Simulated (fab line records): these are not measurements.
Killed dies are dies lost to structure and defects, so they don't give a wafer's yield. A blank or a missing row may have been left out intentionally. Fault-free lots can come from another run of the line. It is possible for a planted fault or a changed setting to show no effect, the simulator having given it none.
fab line records	flow n5-finfet
record: lots: 5	wafers: 15	last-day: 17
route steps=1938 shown BEOL_M4@1050 PASSIVATION@1936
lots with no fault: from the same line, run without faults
start-h: hours from the record's first day to the start of the lot's first wafer shown	wait-h: hours since the lot's step before	" as in the row above	L1.1+2: several wafers, shown together as one row	- either no value or no given start	* or withheld: withheld	< > ~ a bound
route shown NAME@n: NAME is a module with steps in the file, n the number in the route of the first one	usual: average and standard deviation across the fault-free wafers	same: alike in all rows	chamber/n: place in a boat	sites: per-site readings	_std_site: how widely they spread, as a standard deviation	_edge_site: outer sites' mean less inner sites'	radius-mm: how far each site lies from the wafer's centre	mask NAME#n: copy n	behind: the most recent tool/chamber to have shaped the wafer	hold: the reason the lot was held/the length of the hold in hours/how it ended	device: which transistor (n, p or np) failed to switch	end of line: tests run on the same wafers once the route is complete	where a step has no rows: the recipe by itself	killed: not the wafer's yield, but the dies lost to structure and defects at the first sort	map: shows each die of a wafer: x if killed, . if not, _ if none is there
set.NAME: setting as actually run; set.NAME@STEP: the setting as run at that earlier step	model.NAME: the simulator's own value behind a step, which no gauge read
certain route steps with their lots: each step a table, each wafer a row
services: a tool's chamber out of use, with start hour (start-h, from the record's first day; less than 0 if before it), hours out, and reason
== steps ==
step: N5_BEOL_M4_COAT_22
recipe: resist: CAR-EUV	spin-rpm: 1500	resist-thk-nm: 30
step: N5_BEOL_M4_EBR_24
recipe: solvent: PGMEA	ebr-width-mm: 1.5
step: N5_BEOL_M4_SOFTBAKE_23
recipe: temp-c: 110	time-s: 60	resist: CAR-EUV
step: N5_BEOL_M4_EXPOSE_25
recipe: mask-id: V3	na: 0.33	source-shape: quasar	sigma-inner: 0.2	sigma-outer: 0.8	polarization: unpolarized	defocus-nm: 5	dose-mj: 63
step: N5_BEOL_M4_PEB_26
recipe: peb-temp-c: 100	peb-time-s: 60	resist: CAR-EUV
step: N5_BEOL_M4_DEVELOP_27
recipe: develop-time-s: 30	developer: TMAH	resist: CAR-EUV	rinse-liquid: surfactant-rinse	dry: air-spin	dev-temp-c: 23
step: N5_BEOL_M4_CD_MEAS_28
recipe: target-cd-nm: 26.2	landing-energy-ev: 500	detector: se-inlens	target-cd-y-nm: 24.1	polarity: opening
usual: cd-nm: 26.05/0.24
lot.wafer	tool	chamber	start-h	wait-h	cd-nm
L446.2	cd-sem-03	0	170.37	-	26.22
L446.4	"	0	"	"	26.19
L446.6	"	0	"	"	26.20
L451.2	cd-sem-03	0	198.49	-	25.78
L451.4	"	0	"	"	26.34
L451.6	"	0	"	"	26.26
L459.2	cd-sem-03	0	242.88	-	25.70
L459.4	"	0	"	"	26.08
L459.6	"	0	"	"	25.73
L464.1	cd-sem-03	0	275.67	-	25.92
L464.3	"	0	"	"	26.71
L464.6	"	0	"	"	26.63
L468.1	cd-sem-03	0	290.27	-	25.88
L468.3	"	0	"	"	26.35
L468.4	"	0	"	"	26.32
step: N5_BEOL_M4_OVL_MEAS_29
recipe: points-per-wafer: 522
usual: V3_OVL: 0.0/0.6
lot.wafer	tool	chamber	start-h	wait-h	V3_OVL[nm]
L446.2	overlay-02	0	170.41	0.0	-0.4
L446.4	"	0	"	"	0.2
L446.6	"	0	"	"	-0.5
L451.2	overlay-02	0	198.53	0.0	0.7
L451.4	"	0	"	"	-0.1
L451.6	"	0	"	"	0.6
L459.2	overlay-01	0	242.91	0.0	-0.2
L459.4	"	0	"	"	0.3
L459.6	"	0	"	"	-0.2
L464.1	overlay-02	0	275.70	0.0	0.3
L464.3	"	0	"	"	-0.3
L464.6	"	0	"	"	0.5
L468.1	overlay-01	0	290.31	0.0	0.4
L468.3	"	0	"	"	-0.2
L468.4	"	0	"	"	0.1
step: N5_BEOL_M4_INSPECT_30
recipe: mode: adi	inspect-instrument: brightfield
usual: raw-defect-count: 449/120
lot.wafer	tool	chamber	start-h	wait-h	raw-defect-count
L446.2	defect-inspect-01	-	170.46	0.0	580
L446.4	"	-	"	"	469
L446.6	"	-	"	"	363
L451.2	defect-inspect-02	-	198.58	0.0	347
L451.4	"	-	"	"	290
L451.6	"	-	"	"	234
L459.2	defect-inspect-01	-	242.97	0.0	479
L459.4	"	-	"	"	447
L459.6	"	-	"	"	551
L464.1	defect-inspect-02	-	275.76	0.1	387
L464.3	"	-	"	"	288
L464.6	"	-	"	"	283
L468.1	defect-inspect-02	-	290.37	0.1	316
L468.3	"	-	"	"	354
L468.4	"	-	"	"	365
step: N5_BEOL_M4_DESCUM_33
recipe: chemistry: O2	time-s: 7	source-power-w: 50	bias-power-w: 20	pressure-mtorr: 20	rf-frequency-hz: 2.712e+07	temp-c: 40	resist: CAR-EUV	o2-flow-sccm: 225
usual: drypump-motor-current-A: 5.6/0.6	oes-product-au: 0.80/0.095	rf-vpp-V: 243.4/1.5	showerhead-plenum-p-Torr: 2.11/0.08	throttle-valve-pct: 20.42/0.19
lot.wafer	tool	chamber	start-h	wait-h	drypump-motor-current-A	oes-product-au	rf-hours-counter-h	rf-vpp-V	showerhead-plenum-p-Torr	throttle-valve-pct
L446.2	rie-diel-04	3	170.52	0.1	6.2	0.77	121	241.8	2.01	20.63
L446.4	"	3	"	"	6.2	0.77	-	241.8	2.01	20.63
L446.6	"	1	"	"	5.8	0.69	-	242.1	2.17	21.22
L451.2	rie-diel-05	0	198.61	0.0	4.8	0.66	249	242.1	1.99	20.78
L451.4	"	3	"	"	6.3	0.94	16	243.4	2.13	20.26
L451.6	"	0	"	"	4.8	0.66	-	240.0	1.99	20.80
L459.2	rie-diel-05	0	243.00	0.0	4.8	0.95	11	247.0	2.25	20.52
L459.4	"	2	"	"	5.3	0.85	-	243.9	2.12	20.17
L459.6	"	1	"	"	5.3	0.90	-	244.9	2.21	20.39
L464.1	rie-diel-06	3	275.83	0.1	5.9	0.78	131	243.8	2.10	20.47
L464.3	"	0	"	"	6.2	0.94	14	241.5	2.04	20.39
L464.6	"	0	"	"	6.2	0.94	-	242.0	2.04	20.39
L468.1	rie-diel-06	0	290.40	0.0	6.3	0.92	20	241.4	2.03	20.38
L468.3	"	3	"	"	5.9	0.77	137	242.8	2.10	20.47
L468.4	"	2	"	"	5.1	0.76	130	245.8	2.21	20.34
step: N5_BEOL_M4_ETCH_77
recipe: chemistry: N2/H2	target: underlayer	target-depth-a: 65	mask-material: CAR-EUV	time-s: 5.2	ion-energy-ev: 200	pressure-mtorr: 30	source-w: 840	bias-w: 150	n2-flow-sccm: 200	h2-flow-sccm: 200	ends: cleared
usual: drypump-motor-current-A: 5.6/0.6	etch-rf-on-time-s: 5.15/0.13	oes-product-au: 0.68/0.081	rf-vpp-V: 524.4/2.6	showerhead-plenum-p-Torr: 2.57/0.09	throttle-valve-pct: 17.89/0.21
lot.wafer	tool	chamber	start-h	wait-h	drypump-motor-current-A	etch-rf-on-time-s	oes-product-au	rf-hours-counter-h	rf-vpp-V	showerhead-plenum-p-Torr	throttle-valve-pct
L446.2	rie-diel-04	3	170.55	0.0	6.2	5.29	0.66	121	519.0	2.45	18.19
L446.4	"	3	"	"	6.2	5.27	0.65	-	521.0	2.45	18.17
L446.6	"	1	"	"	5.9	4.97	0.61	-	525.1	2.60	18.40
L451.2	rie-diel-05	0	198.65	0.0	4.8	4.97	0.60	249	519.3	2.40	18.13
L451.4	"	3	"	"	6.4	4.95	0.81	16	522.7	2.61	17.74
L451.6	"	0	"	"	4.8	4.97	0.59	-	518.2	2.40	18.11
L459.2	rie-diel-05	0	243.04	0.0	4.8	4.76	0.85	11	526.5	2.71	17.77
L459.4	"	2	"	"	5.3	5.20	0.71	-	524.0	2.57	17.48
L459.6	"	1	"	"	5.3	5.06	0.78	-	528.3	2.71	18.00
L464.1	rie-diel-06	3	275.87	0.0	5.9	5.17	0.65	131	521.1	2.56	17.90
L464.3	"	0	"	"	6.2	5.09	0.80	14	522.3	2.50	17.87
L464.6	"	0	"	"	6.2	5.08	0.80	-	523.6	2.50	17.91
L468.1	rie-diel-06	0	290.44	0.0	6.3	5.09	0.78	20	522.2	2.50	17.87
L468.3	"	3	"	"	5.9	5.18	0.66	137	523.5	2.55	17.89
L468.4	"	2	"	"	5.1	5.22	0.64	130	529.6	2.67	17.79
step: N5_BEOL_M4_ETCH_69
recipe: chemistry: CF4	target: SiARC	target-depth-a: 156	mask-material: CAR-EUV	time-s: 26	ion-energy-ev: 80	pressure-mtorr: 40	source-w: 545	bias-w: 36	Ar_flow_sccm: 100	cf4-flow-sccm: 100	ends: cleared
usual: drypump-motor-current-A: 5.6/0.6	etch-rf-on-time-s: 25.9/0.67	oes-product-au: 0.68/0.081	rf-vpp-V: 184.2/1.1	showerhead-plenum-p-Torr: 2.16/0.075	throttle-valve-pct: 15.64/0.22
lot.wafer	tool	chamber	start-h	wait-h	drypump-motor-current-A	etch-rf-on-time-s	oes-product-au	rf-hours-counter-h	rf-vpp-V	showerhead-plenum-p-Torr	throttle-valve-pct
L446.2	rie-diel-04	3	170.57	0.0	6.2	26.4	0.66	121	183.5	2.08	15.87
L446.4	"	3	"	"	6.2	26.4	0.66	-	181.6	2.08	15.87
L446.6	"	1	"	"	5.8	24.9	0.61	-	185.7	2.20	16.22
L451.2	rie-diel-05	0	198.66	0.0	4.8	24.9	0.59	249	183.4	2.03	15.91
L451.4	"	3	"	"	6.3	25.1	0.79	16	183.5	2.17	15.36
L451.6	"	0	"	"	4.8	25.1	0.59	-	182.1	2.03	15.89
L459.2	rie-diel-05	0	243.05	0.0	4.8	24.1	0.85	11	185.9	2.28	15.46
L459.4	"	2	"	"	5.3	25.7	0.71	-	183.0	2.15	15.19
L459.6	"	1	"	"	5.3	25.2	0.79	-	186.2	2.26	15.57
L464.1	rie-diel-06	3	275.88	0.0	5.9	26.2	0.65	131	183.5	2.14	15.65
L464.3	"	0	"	"	6.2	25.3	0.79	14	183.1	2.10	15.58
L464.6	"	0	"	"	6.2	25.5	0.80	-	183.0	2.10	15.60
L468.1	rie-diel-06	0	290.45	0.0	6.2	25.7	0.78	20	184.0	2.10	15.59
L468.3	"	3	"	"	5.9	26.5	0.64	137	183.7	2.14	15.66
L468.4	"	2	"	"	5.1	26.4	0.64	130	185.5	2.27	15.58
step: N5_BEOL_M4_ALD_98
recipe: material: SiO2	target-thk-a: 25	temp-c: 100	ald-precursor-family: BDEAS	ald-co-reactant: O2-plasma	pulse-time-s: 1	co-reactant-pulse-time-s: 1	purge-time-s: 2	co-reactant-purge-time-s: 2	ald-cycles: 17	pressure-torr: 2
usual: ald-cycles: 17/0	heater-power-w: 79/9.7	precursor-pulse-height-rel: 1.003/0.02
lot.wafer	tool	chamber	start-h	wait-h	ald-cycles	heater-power-w	precursor-pulse-height-rel	model.SiO2_of_BEOL_M4_ALD_98.thk-nm
L446.2	ald-sin-02	2	170.65	0.1	17	74	1.010	2.4
L446.4	"	0	"	"	17	89	1.037	2.4
L446.6	"	3	"	"	17	79	1.009	2.4
L451.2	ald-sin-02	3	198.76	0.1	17	78	1.031	2.4
L451.4	"	1	"	"	17	107	1.000	2.6
L451.6	"	3	"	"	17	78	1.014	2.6
L459.2	ald-sin-02	1	243.21	0.1	17	105	1.014	2.6
L459.4	"	2	"	"	17	74	1.025	2.6
L459.6	"	3	"	"	10	79	0.978	1.4
L464.1	ald-sin-01	1	278.07	2.2	17	74	0.986	2.6
L464.3	"	3	"	"	17	77	1.005	2.6
L464.6	"	0	"	"	17	73	1.004	2.6
L468.1	ald-sin-01	1	290.54	0.1	17	76	0.997	2.4
L468.3	"	2	"	"	17	76	1.009	2.4
L468.4	"	0	"	"	17	71	0.994	2.4
step: N5_BEOL_M4_ETCHBACK_99
recipe: chemistry: CHF3	target: SiO2	target-depth-a: 50	time-s: 10.4	source-w: 215	bias-w: 47	Ar_flow_sccm: 200	CHF3_flow_sccm: 12	ion-energy-ev: 100	pressure-mtorr: 30
usual: drypump-motor-current-A: 5.6/0.6	oes-product-au: 0.83/0.1	rf-vpp-V: 245/6	showerhead-plenum-p-Torr: 2.18/0.083	throttle-valve-pct: 17.07/0.27
lot.wafer	tool	chamber	start-h	wait-h	drypump-motor-current-A	oes-product-au	rf-hours-counter-h	rf-vpp-V	showerhead-plenum-p-Torr	throttle-valve-pct
L446.2	rie-diel-06	1	173.28	2.6	4.8	0.71	205	233	2.12	17.18
L446.4	"	0	"	"	6.2	0.69	242	235	2.11	17.47
L446.6	"	2	"	"	5.1	0.79	-	249	2.29	16.91
L451.2	rie-diel-06	2	199.62	0.8	5.1	0.77	97	249	2.29	16.94
L451.4	"	2	"	"	5.1	0.78	-	250	2.29	16.93
L451.6	"	1	"	"	4.8	0.69	-	233	2.11	17.20
L459.2	rie-diel-06	1	249.69	6.4	4.8	0.68	234	232	2.11	17.24
L459.4	"	0	"	"	6.2	0.96	7	236	2.10	17.02
L459.6	"	3	"	"	5.9	0.77	-	252	2.15	17.07
L464.1	rie-diel-05	2	280.08	2.0	5.3	0.81	89	239	2.14	16.62
L464.3	"	0	"	"	4.8	0.94	28	246	2.30	17.08
L464.6	"	1	"	"	5.3	0.88	-	247	2.27	17.06
L468.1	rie-diel-06	2	294.14	3.6	5.1	0.76	131	248	2.28	17.00
L468.3	"	0	"	"	6.2	0.91	21	235	2.10	17.05
L468.4	"	3	"	"	5.9	0.76	138	250	2.15	17.09
step: N5_BEOL_M4_RC_MEAS_101
usual: DIBL_N: 36.8/2.2	DIBL_P: 37.0/2.8	IOFF_N: 0.18/0.043	IOFF_P: 0.23/0.05	ION_N: 680/14	ION_P: 466/9.1	SS_N: 71.7/0.74	SS_P: 73.5/0.79	VT_N: 248/4	VT_P: -249/4.1
lot.wafer	tool	chamber	start-h	wait-h	DIBL_N[mV/V]	DIBL_P[mV/V]	IOFF_N[nA/um]	IOFF_P[nA/um]	ION_N[uA/um]	ION_P[uA/um]	SS_N[mV/dec]	SS_P[mV/dec]	VT_N[mV]	VT_P[mV]
L446.2	prober-02	0	177.73	0.2	40.2	40.4	0.23	0.26	689	467	72.2	74.0	244	-250
L446.4	"	0	"	"	39.7	40.0	0.22	0.25	684	464	72.6	74.9	245	-251
L446.6	"	0	"	"	36.5	35.5	0.14	0.19	670	459	70.8	73.4	248	-252
L451.2	prober-02	0	205.30	0.2	34.9	32.8	0.12	0.16	645	446	71.9	72.7	257	-255
L451.4	"	0	"	"	37.9	36.0	0.17	0.20	670	459	72.4	73.5	252	-255
L451.6	"	0	"	"	37.1	35.9	0.17	0.21	683	466	71.9	73.4	248	-250
L459.2	prober-02	0	254.20	0.2	36.5	36.8	0.20	0.22	689	465	70.9	73.4	245	-252
L459.4	"	0	"	"	36.2	36.5	0.18	0.22	692	471	71.5	73.1	245	-249
L459.6	"	0	"	"	34.8	35.1	0.16	0.19	686	470	71.2	72.8	247	-251
L464.1	prober-01	0	284.51	0.0	38.5	37.3	0.21	0.24	673	461	71.9	73.1	248	-246
L464.3	"	0	"	"	39.8	40.3	0.25	0.30	703	480	72.1	73.8	242	-242
L464.6	"	0	"	"	36.5	37.5	0.17	0.24	676	468	72.0	73.3	248	-248
L468.1	prober-02	0	298.90	0.0	37.5	38.4	0.21	0.27	689	477	72.1	73.1	244	-242
L468.3	"	0	"	"	35.7	37.0	0.18	0.24	687	477	71.6	73.1	244	-246
L468.4	"	0	"	"	34.9	34.6	0.16	0.20	671	465	71.3	73.1	247	-249
step: N5_PASSIVATION_PROBE_49
usual: defect-limited-yield: 91.4/1.5	killed_at_M0_to_M3: 36/11	killed_at_M4_up: 14/6	killed-at-contacts: 11/6	killed-at-front-end: 37/11	killed-at-other: 4/3.4	killed-dies: 102/18	killed-open: 66/13	killed-short: 34/7.8	sort_bin_4_leakage: 0.00/0.017	sort_bin_5_function: 5.0/0.97	sort_bin_6_memory: 3.2/0.7	sort-n-pass: 1078/19	sort-yield-pct: 91.3/1.6
same: gross-dies: 1180	killed-at-back-side: 0	sort_bin_8_speed[%]: 0
lot.wafer	tool	chamber	start-h	wait-h	defect-limited-yield[%]	killed_at_M0_to_M3	killed_at_M4_up	killed-at-contacts	killed-at-front-end	killed-at-other	killed-dies	killed-open	killed-short	sort_bin_4_leakage[%]	sort_bin_5_function[%]	sort_bin_6_memory[%]	sort-n-pass	sort-yield-pct[%]
L446.2	prober-01	-	286.97	0.1	93.6	17	11	7	39	2	76	43	30	0	4.0	2.3	1104	93.6
L446.4	prober-01	-	287.07	0.2	94.1	24	12	5	29	0	70	46	23	0	4.1	1.9	1110	94.1
L446.6	prober-01	-	287.17	0.3	90.4	43	15	16	37	2	113	81	31	0	5.5	3.9	1067	90.4
L451.2	prober-02	-	313.25	0.1	88.8	25	16	34	56	1	132	82	49	0	6.4	4.4	1048	88.8
L451.4	prober-02	-	313.35	0.2	88.3	41	17	15	63	2	138	90	47	0	6.1	5.1	1042	88.3
L451.6	prober-02	-	313.45	0.3	87.6	44	26	17	55	4	146	98	47	0	8.1	3.7	1034	87.6
L459.2	prober-02	-	359.26	0.5	92.9	34	12	10	27	1	84	47	36	0	3.8	2.7	1096	92.9
L459.4	prober-02	-	359.36	0.6	92.1	38	21	11	23	0	93	64	28	0	4.2	3.6	1087	92.1
L459.6	prober-02	-	359.46	0.7	89.7	46	22	12	40	2	122	81	38	0	5.7	4.1	1058	89.7
killed by level:class
L446.2 FIN_SAQP:geometric-particle:short=10 ILD0:geometric-particle:short=7 BEOL_M4:geometric-particle:open=6 ILD0:geometric-particle:open=5 MOL_CONTACT_COAG:geometric-particle:open=5 STI_FIN_REVEAL:geometric-particle:open=4 BEOL_M0_SAQP:geometric-particle:open=4 BEOL_M0_SAQP:geometric-particle:short=4
L446.4 BEOL_M3:geometric-particle:open=8 GATE_CUT:geometric-particle:short=6 BEOL_M6:geometric-particle:open=5 ILD0:geometric-particle:open=5 BEOL_M2:geometric-particle:open=5 BEOL_M0_SAQP:geometric-particle:open=4 FIN_SAQP:geometric-particle:short=3 DUMMY_GATE:geometric-particle:open=3
L446.6 BEOL_M2:geometric-particle:open=14 MOL_CONTACT_COAG:geometric-particle:open=11 BEOL_M0_SAQP:geometric-particle:open=9 BEOL_M3:geometric-particle:open=9 FIN_SAQP:geometric-particle:short=7 DUMMY_GATE:geometric-particle:open=7 FIN_SAQP:geometric-particle:open=6 STI_FIN_REVEAL:geometric-particle:open=6
L451.2 MOL_CONTACT_COAG:geometric-particle:open=27 FIN_SAQP:geometric-particle:open=15 FIN_SAQP:geometric-particle:short=15 STI_FIN_REVEAL:geometric-particle:open=7 MOL_CONTACT_COAG:geometric-particle:short=7 BEOL_M0_SAQP:geometric-particle:open=7 BEOL_M2:geometric-particle:open=7 BEOL_M0_SAQP:geometric-particle:short=5
L451.4 FIN_SAQP:geometric-particle:open=29 FIN_SAQP:geometric-particle:short=17 BEOL_M0_SAQP:geometric-particle:short=11 MOL_CONTACT_COAG:geometric-particle:open=11 BEOL_M0_SAQP:geometric-particle:open=10 BEOL_M4:geometric-particle:open=9 BEOL_M3:geometric-particle:short=6 BEOL_M3:geometric-particle:open=5
L451.6 FIN_SAQP:geometric-particle:open=26 BEOL_M0_SAQP:geometric-particle:open=15 FIN_SAQP:geometric-particle:short=14 BEOL_M4:geometric-particle:open=13 MOL_CONTACT_COAG:geometric-particle:open=12 BEOL_M0_SAQP:geometric-particle:short=12 BEOL_M3:geometric-particle:short=6 MOL_CONTACT_COAG:geometric-particle:short=5
L459.2 BEOL_M0_SAQP:geometric-particle:open=9 BEOL_M2:geometric-particle:open=9 GATE_CUT:geometric-particle:short=8 BEOL_M0_SAQP:geometric-particle:short=7 MOL_CONTACT_COAG:geometric-particle:open=6 GATE_CUT:geometric-particle:open=5 FIN_SAQP:geometric-particle:short=4 MOL_CONTACT_COAG:geometric-particle:short=3
L459.4 BEOL_M0_SAQP:geometric-particle:open=11 BEOL_M0_SAQP:geometric-particle:short=10 MOL_CONTACT_COAG:geometric-particle:open=9 BEOL_M2:geometric-particle:open=7 BEOL_M4:geometric-particle:open=7 FIN_SAQP:geometric-particle:short=4 DUMMY_GATE:geometric-particle:open=4 BEOL_M5:geometric-particle:open=4
L459.6 BEOL_M0_SAQP:geometric-particle:open=13 FIN_SAQP:geometric-particle:short=11 BEOL_M3:geometric-particle:open=10 MOL_CONTACT_COAG:geometric-particle:open=8 BEOL_M0_SAQP:geometric-particle:short=8 BEOL_M2:geometric-particle:open=7 BEOL_M5:geometric-particle:open=7 BEOL_M4:geometric-particle:open=6
== services ==
tool	chamber	start-h	hours	kind
rie-diel-06	0	147.08	5.7	repair
rie-diel-04	2	159.67	-	clean
rie-diel-04	2	159.67	-	consumable-replace:focus-ring
rie-diel-04	2	159.67	21.8	scheduled-down
rie-diel-04	2	159.67	21.8	vent-cycle
rie-diel-05	1	170.15	-	clean
rie-diel-05	1	170.15	-	consumable-replace:focus-ring
rie-diel-05	1	170.15	-	consumable-replace:showerhead
rie-diel-05	1	170.15	17.4	scheduled-down
rie-diel-05	1	170.15	17.4	vent-cycle
rie-diel-06	0	197.25	-	clean
rie-diel-06	0	197.25	-	consumable-replace:focus-ring
rie-diel-06	0	197.25	35.3	scheduled-down
rie-diel-06	0	197.25	35.3	vent-cycle
rie-diel-05	0	200.40	-	clean
rie-diel-05	0	200.40	-	consumable-replace:focus-ring
rie-diel-05	0	200.40	-	consumable-replace:showerhead
rie-diel-05	0	200.40	14.8	scheduled-down
rie-diel-05	0	200.40	14.8	vent-cycle
rie-diel-04	1	214.39	-	clean
rie-diel-04	1	214.39	-	consumable-replace:focus-ring
rie-diel-04	1	235.62	8.8	repair
rie-diel-05	3	239.05	115.1	repair
ald-sin-02	-	268.25	14.0	pm
== key ==
first-sign: step: N5_BEOL_M4_ALD_98	reading: ald-cycles	direction: down	sigmas: 99+	usual: *	struck: *
effect none on later readings
model-effect: step: N5_BEOL_M4_ALD_98	value: SiO2_of_BEOL_M4_ALD_98.thk-nm	without: 2.6	struck: 1.4
met-at N5_BEOL_M4_ALD_98
struck-wafers L459.6
onset-between 198.76 243.21
fault: kind: process-parameter-drift	tool: ald-sin-02	chamber: -	onset-h: 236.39	steps: N5_BEOL_M4_ALD_98	channel: ald-cycles	offset: *	shape: step	end-h: 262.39	scope: struck-wafers-only	acts-in: *	stated: *
